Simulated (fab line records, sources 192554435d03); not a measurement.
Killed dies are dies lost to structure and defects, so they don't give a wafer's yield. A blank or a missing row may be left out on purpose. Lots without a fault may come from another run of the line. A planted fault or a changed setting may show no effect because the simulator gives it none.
One fault seen from 2 desks | flow n5_finfet | each desk has only its own numbers; what lay behind them comes last

THE TOOL OWNER'S DESK: krf_scanner-02
The tool's own readings at N5_BEOL_M15_EXPOSE_07 (exposes mask V14): means of the sampled wafers that have a number, for each lot that ran on this tool. A lot is out of limits, marked OUT, if its mean lies more than 4 standard deviations from the usual mean; the brackets give that distance.
Columns: A = exposure_dose_mJ_cm2 at N5_BEOL_M15_EXPOSE_07, usual 41.21; B = reticle_temp_C at N5_BEOL_M15_EXPOSE_07, usual 23.01 C
lot  | first seen here | A     | B
L719 | day 12 06:44    | 41.23 | 22.99
L718 | day 12 06:56    | 41.19 | 23.02
L724 | day 13 21:56    | 41.22 | 22.96
L728 | day 14 19:44    | 41.18 | 23.02
L726 | day 14 20:05    | 41.18 | 23.10
L729 | day 15 02:44    | 41.20 | 23.04
This desk's finding: nothing out of limits on any of the 6 lots.

THE METROLOGY DESK
What the gauges read, lot by lot, whatever tool the lot ran on: means of the sampled wafers that have a number. A lot is out of limits, marked OUT, if its mean lies more than 4 standard deviations from the usual mean; the brackets give that distance.
Columns: A = cd_nm at N5_BEOL_M15_CD_MEAS_10, usual 359.6 nm; B = V14_OVL at N5_BEOL_M15_OVL_MEAS_11, usual -1 nm
lot  | first seen here | A                | B
L715 | day 11 02:42    | 361.7            | 1
L716 | day 11 14:47    | 360.0            | 4
L717 | day 11 18:21    | 360.7            | -2
L719 | day 12 06:54    | 361.1            | 3
L718 | day 12 07:06    | 357.4            | 5
L724 | day 13 22:06    | 359.6            | -9
L728 | day 14 19:55    | 380.0 (+14) OUT  | 0
L726 | day 14 20:16    | 371.0 (+7.6) OUT | 0
L729 | day 15 02:54    | 368.5 (+6.0) OUT | -7
L738 | day 17 05:05    | 361.4            | 2
L737 | day 17 12:22    | 359.9            | 3
This desk's finding: out of limits on L726, L728, L729; first on L728, day 14 19:55 (cd_nm at N5_BEOL_M15_CD_MEAS_10). In limits: L715, L716, L717, L719, L718, L724, L738, L737.

PUT TOGETHER
The metrology desk could have raised an alarm at day 14 19:55, on L726, L728, L729.
The tool owner's desk saw nothing out of limits.
The tool owner's desk has L726, L728, L729 on record, within its limits.
Of the lots named, all ran N5_BEOL_M15_EXPOSE_07 on krf_scanner-02.

WHAT THE SIMULATOR HAD PUT IN
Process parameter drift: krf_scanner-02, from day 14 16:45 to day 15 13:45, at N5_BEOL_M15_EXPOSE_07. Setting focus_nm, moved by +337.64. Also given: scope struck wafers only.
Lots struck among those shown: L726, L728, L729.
Hours from the fault's start to each desk's first reading out of limits: the metrology desk, 3.
